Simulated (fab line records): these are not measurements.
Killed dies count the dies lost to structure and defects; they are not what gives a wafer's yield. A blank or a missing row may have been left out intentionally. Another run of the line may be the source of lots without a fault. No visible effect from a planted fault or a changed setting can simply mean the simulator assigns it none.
Problem report in the 8D (eight disciplines) form, filled by code | flow nand_harc | the parts of the form that need people (team, actions taken, sign-off) are left out

== 1. THE PROBLEM ==
Mean of killed_at_array at NHARC_END_SORT_01: 674 across 9 wafers in 3 lots; on wafers with no fault it is 31 (standard deviation 11). Measured from the usual mean, that is +58 standard deviations.
The first sign was on wafer L856.1 at day 22 06:01, on prober-01. The record has a number at this step for 15 wafers belonging to 5 lots. Rule for "out" (also "out of limits"): further than 4 standard deviations from the usual mean. Any other wafer with a number is counted as sound.

== 2. WHAT IT IS; WHAT IT IS NOT ==
question                    | is                           | is not
which readings at this step | killed_at_array, killed_dies | killed_at_other, killed_at_periphery, killed_open
which lots                  | L855, L856, L857             | L846, L863
which wafers of those lots  | all that have a number       | -
read on which gauges        | prober-01, prober-02         | -
when                        | from day 22 06:01            | up to then (3 sound wafers); but 3 sound wafers of L863 came after

== 3. THE SUSPECTS, EACH WITH WHAT RULES IT OUT ==
Counting: a tool at any process step up to the reading remains a suspect when it ran all the lots that are out and ran no sound lot after the first of those.
- ruled out: the gauge at NHARC_END_SORT_01. The wafers that are out were read on 2 gauges (prober-01, prober-02).
- rie_diel-03 at NHARC_A_CONTACT_ETCH_96 (etches the open film in C4F6/O2, target depth 20 nm, time 10 s): kept. Every lot that is out went through it, starting with L855 (day 19 08:46), and after that it ran no sound lot; the last sound lot it ran before then is L846 (day 16 12:49). Out on those wafers are its own readings of oes_product_au.
The count leaves rie_diel-03 at NHARC_A_CONTACT_ETCH_96.

== 4. THE CAUSE (what the simulator had put in) ==
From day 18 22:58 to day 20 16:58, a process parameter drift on rie_diel-03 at NHARC_A_CONTACT_ETCH_96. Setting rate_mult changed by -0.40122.
Counting left only this tool.

== 5. THE CHAIN OF EFFECTS, in route order ==
Each row: a reading where the mean over the struck wafers with a number is more than 3 standard deviations away from the usual. Scope: only readings with a usual standard deviation given in the record; hours: median across lots of the time from each lot's start at the first step in this table that gives one to its start at this step; sigmas: change in usual standard deviations.
hours | step                    | reading         | usual      | on struck wafers | change | sigmas
0     | NHARC_A_CONTACT_ETCH_96 | oes_product_au  | 0.960 a.u. | 0.738            | -0.222 | -7.6
71    | NHARC_END_SORT_01       | killed_at_array | 31         | 674              | +643   | +58
71    | NHARC_END_SORT_01       | killed_dies     | 34         | 677              | +643   | +54
The process steps in it:
- NHARC_A_CONTACT_ETCH_96: etches the open film in C4F6/O2, target depth 20 nm, time 10 s.

== 6. HOW IT WOULD HAVE BEEN CAUGHT EARLIER ==
In this record the first reading out of limits at a measuring or inspecting step was taken at day 22 06:01, 79 hours after the fault began at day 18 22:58.
The tool's own readings at NHARC_A_CONTACT_ETCH_96 were out on every struck wafer that the step has a row for (oes_product_au): an alarm limit on them would have fired on the first of those.
All the lots that are out (3) had begun NHARC_A_CONTACT_ETCH_96 on rie_diel-03 by day 22 06:01. Holding the tool at that point would not have protected any of them.
